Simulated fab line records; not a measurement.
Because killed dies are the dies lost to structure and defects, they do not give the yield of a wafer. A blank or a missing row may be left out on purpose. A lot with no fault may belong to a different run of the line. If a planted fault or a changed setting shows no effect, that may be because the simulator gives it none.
Chamber matching | flow nandHarc | NHARC_P_M0_ETCH_34 on rieDiel-02: 4 sister chambers
The step etches the open film in N2/H2, target depth 40 nm, overetch 12 nm, time 43.94 s. 33 wafers are shown with their chamber, then 12 later ones without.

## WAFERS PAIRED WITH THEIR CHAMBERS
wafer  | chamber | drypumpMotorCurrentA (A) | showerheadPlenumPTorr (Torr) | rfVppV (V)
L075.2 | 2       | 5.2                      | 1.90                         | 427.2
L075.3 | 1       | 5.8                      | 2.05                         | 431.4
L075.4 | 3       | 6.4                      | 2.03                         | 429.8
L076.1 | 3       | 6.4                      | 2.03                         | 429.2
L076.3 | 2       | 5.2                      | 1.90                         | 425.0
L076.4 | 0       | 4.8                      | 2.08                         | 432.0
L077.2 | 2       | 5.2                      | 1.90                         | 427.1
L077.5 | 3       | 6.5                      | 2.03                         | 429.6
L077.6 | 0       | 4.9                      | 2.08                         | 431.4
L078.1 | 2       | 5.2                      | 1.90                         | 425.7
L078.2 | 1       | 5.8                      | 2.04                         | 430.2
L078.3 | 0       | 4.9                      | 2.08                         | 430.3
L078.4 | 3       | 6.4                      | 2.02                         | 430.0
L078.5 | 0       | 4.9                      | 2.08                         | 431.9
L078.6 | 3       | 6.4                      | 2.02                         | 429.6
L079.1 | 1       | 5.8                      | 2.04                         | 429.9
L079.4 | 2       | 5.2                      | 1.89                         | 425.2
L079.6 | 2       | 5.2                      | 1.90                         | 427.3
L080.1 | 1       | 5.8                      | 2.04                         | 431.2
L080.4 | 3       | 6.5                      | 2.02                         | 428.7
L080.6 | 1       | 5.7                      | 2.04                         | 431.8
L085.1 | 2       | 5.2                      | 1.89                         | 426.7
L085.2 | 0       | 4.9                      | 2.07                         | 432.0
L085.6 | 0       | 4.9                      | 2.07                         | 430.8
L087.3 | 1       | 5.8                      | 2.04                         | 430.1
L087.5 | 2       | 5.2                      | 1.89                         | 426.6
L087.6 | 1       | 5.8                      | 2.04                         | 430.4
L089.1 | 0       | 4.9                      | 2.07                         | 432.4
L089.4 | 2       | 5.2                      | 1.89                         | 424.4
L089.6 | 1       | 5.7                      | 2.04                         | 430.1
L090.1 | 1       | 5.8                      | 2.04                         | 430.7
L090.2 | 3       | 6.4                      | 2.02                         | 431.2
L090.5 | 1       | 5.8                      | 2.04                         | 430.2

SIGNATURES (means of the wafers above)
reading               | chamber 0 | chamber 1 | chamber 2 | chamber 3 | scatter within a chamber
drypumpMotorCurrentA  | 4.886     | 5.780     | 5.200     | 6.429     | 0.0366
showerheadPlenumPTorr | 2.0757    | 2.0410    | 1.8956    | 2.0243    | 0.00475
rfVppV                | 431.543   | 430.600   | 426.133   | 429.729   | 0.833
Rule: for each reading, subtract the chamber's mean from the wafer's reading, divide by that reading's scatter and square the result; add these up over the readings and take the root, which gives the wafer's distance from the chamber. If the next closest chamber is less than 2 further off than the closest, the wafer can't be placed; otherwise it belongs to the closest. The scatter is the square root of a quotient: the sum, over the shown wafers, of each reading's squared deviation from its chamber's mean, divided by wafers minus chambers.

## WAFERS MISSING THEIR CHAMBER
wafer  | drypumpMotorCurrentA (A) | showerheadPlenumPTorr (Torr) | rfVppV (V)
L091.2 | 5.2                      | 1.89                         | 426.2
L091.5 | 4.9                      | 2.07                         | 430.2
L091.6 | 6.5                      | 2.02                         | 429.5
L093.3 | 6.4                      | 2.02                         | 430.4
L093.4 | 4.9                      | 2.07                         | 432.0
L093.5 | 4.8                      | 2.07                         | 430.6
L095.1 | 6.5                      | 2.01                         | 429.9
L095.2 | 4.9                      | 2.06                         | 431.1
L095.3 | 5.8                      | 2.03                         | 430.9
L097.1 | 4.9                      | 2.06                         | 433.0
L097.4 | 5.2                      | 1.88                         | 426.4
L097.5 | 5.7                      | 2.03                         | 431.9

## WHICH CHAMBER EACH ONE RAN IN
wafer  | from the rows above | in truth
L091.2 | 2                   | 2
L091.5 | 0                   | 0
L091.6 | 3                   | 3
L093.3 | 3                   | 3
L093.4 | 0                   | 0
L093.5 | 0                   | 0
L095.1 | 3                   | 3
L095.2 | 0                   | 0
L095.3 | 1                   | 1
L097.1 | 0                   | 0
L097.4 | 2                   | 2
L097.5 | 1                   | 1
Correctly placed: 12 of 12. Left unplaced by these rows: 0. Wrongly placed: 0.
